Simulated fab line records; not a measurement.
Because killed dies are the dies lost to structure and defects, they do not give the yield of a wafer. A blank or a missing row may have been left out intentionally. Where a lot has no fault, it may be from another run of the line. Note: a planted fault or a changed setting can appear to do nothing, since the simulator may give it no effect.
2 desks, one fault    flow nand-harc    each desk has only its own numbers; what lay behind them comes last

## THE TOOL OWNER'S DESK: rie-diel-10
The tool's own readings at NHARC_P_BONDPAD_ETCH_37 (etches the open film in N2/H2, target depth 60 nm, overetch 18 nm, time 65.91 s): means of the sampled wafers that have a number, for each lot that ran on this tool. If a lot's mean is further than 4 standard deviations from the usual mean, the lot is out of limits and carries the mark OUT (the distance appears in the brackets).
Columns: A = drypump-motor-current-A at NHARC_P_BONDPAD_ETCH_37, usual 5.9 A; B = oes-product-au at NHARC_P_BONDPAD_ETCH_37, usual 0.998 a.u.; C = rf-vpp-V at NHARC_P_BONDPAD_ETCH_37, usual 431.8 V; D = run-length-s at NHARC_P_BONDPAD_ETCH_37, usual 87.1 s; E = showerhead-plenum-p-Torr at NHARC_P_BONDPAD_ETCH_37, usual 2.09 Torr; F = throttle-valve-pct at NHARC_P_BONDPAD_ETCH_37, usual 14.173 %
lot   first seen here  A    B      C      D               E     F
L101  day 6 18:26      6.4  0.996  434.3  87.4            2.17  14.172
L104  day 7 03:22      5.9  1.002  433.4  79.5 (-22) OUT  2.13  14.177
L106  day 7 20:15      5.9  0.997  433.4  79.2 (-22) OUT  2.13  14.175
L105  day 7 22:22      5.9  0.995  433.4  79.6 (-22) OUT  2.13  14.169
L114  day 10 05:55     6.3  0.992  431.9  87.1            2.11  14.172
L115  day 10 09:46     6.4  0.999  430.0  87.0            2.04  14.181
L116  day 10 11:40     5.9  0.993  431.3  86.9            2.07  14.181
L118  day 10 13:38     5.4  0.988  430.6  86.9            2.03  14.169
L117  day 10 13:55     5.8  1.000  433.0  87.4            2.13  14.172
L119  day 10 21:23     5.9  0.999  431.4  87.0            2.07  14.170
L120  day 11 08:17     5.4  0.996  431.7  87.1            2.10  14.175
L121  day 11 13:53     6.5  0.997  432.8  86.8            2.10  14.172
This desk's verdict: out of limits on L104, L105, L106, starting with L104 at day 7 03:22 (run-length-s at NHARC_P_BONDPAD_ETCH_37). L101, L114, L115, L116, L118, L117, L119, L120, L121: within limits.

## THE DEFECT DESK
Counts from the inspections along the route, per lot, as means over the sampled wafers that have a number. If a lot's mean is further than 4 standard deviations from the usual mean, the lot is out of limits and carries the mark OUT (the distance appears in the brackets).
Columns: A = raw-defect-count at NHARC_P_M2_INSPECT_27, usual 321
lot   first seen here  A
L101  day 6 15:57      392
L104  day 7 01:12      243
L106  day 7 18:09      311
L105  day 7 20:16      331
L109  day 8 04:37      215
L114  day 10 03:58     261
L115  day 10 07:48     365
L116  day 10 09:42     279
L118  day 10 11:23     246
L117  day 10 11:46     267
L119  day 10 19:14     350
L120  day 11 05:42     488
L121  day 11 11:55     302
L123  day 11 16:43     370
L122  day 11 17:23     376
This desk found nothing out of limits on any of the 15 lots.

## ALL TOGETHER
At day 7 03:22, on L104, L105, L106, the tool owner's desk was in a position to raise an alarm.
No out-of-limits result turned up at the defect desk.
The defect desk has L104, L105, L106 on record, within its limits.
The lots listed all ran NHARC_P_BONDPAD_ETCH_37 on rie-diel-10.

## WHAT THE SIMULATOR HAD INSERTED
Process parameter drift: rie-diel-10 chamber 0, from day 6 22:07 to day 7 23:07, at NHARC_P_BONDPAD_ETCH_37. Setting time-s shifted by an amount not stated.
Lots struck among those shown: L104, L105, L106.
How many hours passed from the start of the fault until each desk's first out-of-limits reading: the tool owner's desk, 5.
